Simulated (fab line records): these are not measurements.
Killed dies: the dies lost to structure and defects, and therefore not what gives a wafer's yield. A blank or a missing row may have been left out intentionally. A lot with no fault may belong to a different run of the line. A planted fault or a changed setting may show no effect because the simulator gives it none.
Problem report in the 8D (eight disciplines) form, filled by code || flow n5_finfet || the parts of the form that need people (team, actions taken, sign-off) are left out
Where a reading is given only as a bound, like >300, the bound stands for it, and a mean or a difference that rests on one is marked > or <: the true number lies beyond.

## 1. THE PROBLEM
At N5_SD_EPI_N_INSPECT_26, raw_defect_count averages 901 over 6 wafers from 2 lots, while fault-free wafers read 214, standard deviation 39. That puts it +18 standard deviations away from the usual mean.
The step: inspects for defects (darkfield).
First observed at day 7 09:38: wafer L910.1, on defect_inspect-01. The record has a number at this step for 12 wafers belonging to 4 lots. By rule, "out" or "out of limits" means more than 4 standard deviations away from the usual mean. The other wafers with a number count as sound.

## 2. WHAT THIS IS AND IS NOT
{"question": "which readings at this step", "is": "raw_defect_count", "is not": "-"}
{"question": "which lots", "is": "L910, L914", "is not": "L899, L915"}
{"question": "which wafers of those lots", "is": "all that have a number", "is not": "-"}
{"question": "read on which gauges", "is": "defect_inspect-01, defect_inspect-02", "is not": "-"}
{"question": "when", "is": "from day 7 09:38", "is not": "up to then (3 sound wafers); but 3 sound wafers of L915 came after"}

## 3. WHAT RULES OUT EACH SUSPECT
Counting: a tool at any process step up to the reading remains a suspect when it ran all the lots that are out and ran no sound lot after the first of those.
- ruled out: the gauge at N5_SD_EPI_N_INSPECT_26. Those wafers that are out were read across 2 gauges (defect_inspect-01, defect_inspect-02).
- epi_rpcvd-04 at N5_SD_EPI_N_EPI_21 (deposits Si:P, time 690 s): kept. It ran every lot that is out, first L910 (day 7 07:05), and no sound lot after that; its last sound lot up to then is L899 (day 4 04:07).
The count leaves epi_rpcvd-04 at N5_SD_EPI_N_EPI_21.

## 4. THE CAUSE (what the simulator had put in)
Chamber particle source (epi_rpcvd-04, N5_SD_EPI_N_EPI_21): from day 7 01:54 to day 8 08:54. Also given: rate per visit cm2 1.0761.
After counting, this tool was the only one left.

## 5. THE EFFECT CHAIN, in route order
Rows list readings where the struck wafers' mean (over those with a number) sits beyond 3 standard deviations from the usual. Scope: only readings with a usual standard deviation given in the record; hours: median across lots of the time from each lot's start at the first step in this table that gives one to its start at this step; sigmas: change in usual standard deviations.
{"hours": 0, "step": "N5_SD_EPI_N_INSPECT_26", "reading": "raw_defect_count", "usual": 214, "on struck wafers": 901, "change": "+687", "sigmas": "+18"}
{"hours": 0, "step": "N5_SD_EPI_P_INSPECT_11", "reading": "raw_defect_count", "usual": 2.2, "on struck wafers": ">300", "change": ">+298", "sigmas": "+99 or more"}
{"hours": 5, "step": "N5_SD_EPI_P_INSPECT_26", "reading": "raw_defect_count", "usual": 184, "on struck wafers": 860, "change": "+676", "sigmas": "+19"}
{"hours": 212, "step": "N5_PASSIVATION_PROBE_49", "reading": "defect_limited_yield", "usual": "91.3 %", "on struck wafers": 84.9, "change": -6.4, "sigmas": -4.2}
{"hours": 212, "step": "N5_PASSIVATION_PROBE_49", "reading": "killed_at_front_end", "usual": 39, "on struck wafers": 112, "change": "+72", "sigmas": "+6.6"}
{"hours": 212, "step": "N5_PASSIVATION_PROBE_49", "reading": "killed_dies", "usual": 103, "on struck wafers": 178, "change": "+74", "sigmas": "+4.1"}
{"hours": 212, "step": "N5_PASSIVATION_PROBE_49", "reading": "killed_on_rim", "usual": 14, "on struck wafers": 30, "change": "+16", "sigmas": "+3.6"}
{"hours": 212, "step": "N5_PASSIVATION_PROBE_49", "reading": "sort_bin_5_function", "usual": "5.1 %", "on struck wafers": 9.1, "change": "+4.0", "sigmas": "+4.1"}
{"hours": 212, "step": "N5_PASSIVATION_PROBE_49", "reading": "sort_n_pass", "usual": 1077, "on struck wafers": 1002, "change": -74, "sigmas": -4.1}
{"hours": 212, "step": "N5_PASSIVATION_PROBE_49", "reading": "sort_yield_pct", "usual": "91.3 %", "on struck wafers": 84.9, "change": -6.4, "sigmas": -4.2}
It contains these process steps:
- N5_PASSIVATION_PROBE_49
Later measuring or inspecting steps at which every struck wafer that the step has a row for has a number for every such reading, and none has moved that far: N5_BEOL_M4_RC_MEAS_101.

## 6. WHAT WOULD HAVE CAUGHT IT SOONER
The first out-of-limits reading at a measuring or inspecting step in this record came at day 7 09:38, 8 hours after the fault's start at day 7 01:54.
No tool reading at N5_SD_EPI_N_EPI_21 that has a usual standard deviation in the record was out on any struck wafer, so an alarm limit of 4 standard deviations on those readings would not have fired.
L914, from the lots that are out (2), started N5_SD_EPI_N_EPI_21 on epi_rpcvd-04 later than day 7 09:38. Had the tool been put on hold then, it would have been spared.
